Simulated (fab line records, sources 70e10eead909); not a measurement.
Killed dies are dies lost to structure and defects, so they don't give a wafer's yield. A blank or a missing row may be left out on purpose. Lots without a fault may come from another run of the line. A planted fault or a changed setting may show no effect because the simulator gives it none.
Chamber matching | flow nand_harc | NHARC_A_CONTACT_ETCH_106 on rie_diel-11: 4 sister chambers
The step etches the open film in CF4/O2, target depth 60 nm, overetch 6 nm, time 33 s. 14 wafers are shown with their chamber, then 7 later ones without.

WAFERS WITH THEIR CHAMBER
wafer  | chamber | showerhead_plenum_p_Torr (Torr) | drypump_motor_current_A (A) | rf_vpp_V (V)
L080.2 | 2       | 1.43                            | 6.1                         | 198.1
L080.4 | 1       | 1.42                            | 5.7                         | 199.9
L080.6 | 3       | 1.24                            | 6.6                         | 194.5
L085.1 | 3       | 1.24                            | 6.6                         | 196.2
L085.4 | 1       | 1.41                            | 5.7                         | 200.4
L085.5 | 2       | 1.42                            | 6.1                         | 198.2
L090.1 | 3       | 1.24                            | 6.7                         | 197.2
L090.3 | 0       | 1.26                            | 5.8                         | 196.4
L090.6 | 0       | 1.26                            | 5.8                         | 197.3
L092.1 | 1       | 1.41                            | 5.7                         | 200.6
L092.3 | 0       | 1.26                            | 5.8                         | 194.8
L092.4 | 3       | 1.24                            | 6.6                         | 196.2
L094.1 | 0       | 1.26                            | 5.8                         | 195.5
L094.4 | 2       | 1.42                            | 6.1                         | 198.8

SIGNATURES (means of the wafers above)
reading                  | chamber 0 | chamber 1 | chamber 2 | chamber 3 | scatter within a chamber
showerhead_plenum_p_Torr | 1.2600    | 1.4133    | 1.4233    | 1.2400    | 0.00365
drypump_motor_current_A  | 5.800     | 5.700     | 6.100     | 6.625     | 0.0274
rf_vpp_V                 | 196.000   | 200.300   | 198.367   | 196.025   | 0.886
Rule: a wafer's distance from a chamber is the root of the sum, over the readings, of the square of ((its reading less the chamber's mean) divided by the reading's scatter). The wafer belongs to the nearest chamber; if the next one is less than 2 further off, it can't be placed. The scatter: the root of (the sum of the squares of (reading less its chamber's mean) over the shown wafers, divided by (wafers less chambers)).

WAFERS WITHOUT THEIR CHAMBER
wafer  | showerhead_plenum_p_Torr (Torr) | drypump_motor_current_A (A) | rf_vpp_V (V)
L094.6 | 1.26                            | 5.7                         | 195.5
L096.2 | 1.41                            | 5.7                         | 199.5
L096.4 | 1.42                            | 6.1                         | 200.4
L096.5 | 1.41                            | 5.7                         | 200.3
L095.1 | 1.24                            | 6.6                         | 195.3
L095.3 | 1.25                            | 5.8                         | 196.7
L095.6 | 1.42                            | 6.1                         | 198.9

WHICH CHAMBER EACH WENT THROUGH
wafer  | from the rows above | in truth
L094.6 | 0                   | 0
L096.2 | 1                   | 1
L096.4 | 2                   | 2
L096.5 | 1                   | 1
L095.1 | 3                   | 3
L095.3 | 0                   | 0
L095.6 | 2                   | 2
Placed correctly: 7 of 7. Can't be placed from these rows: 0. Placed wrongly: 0.
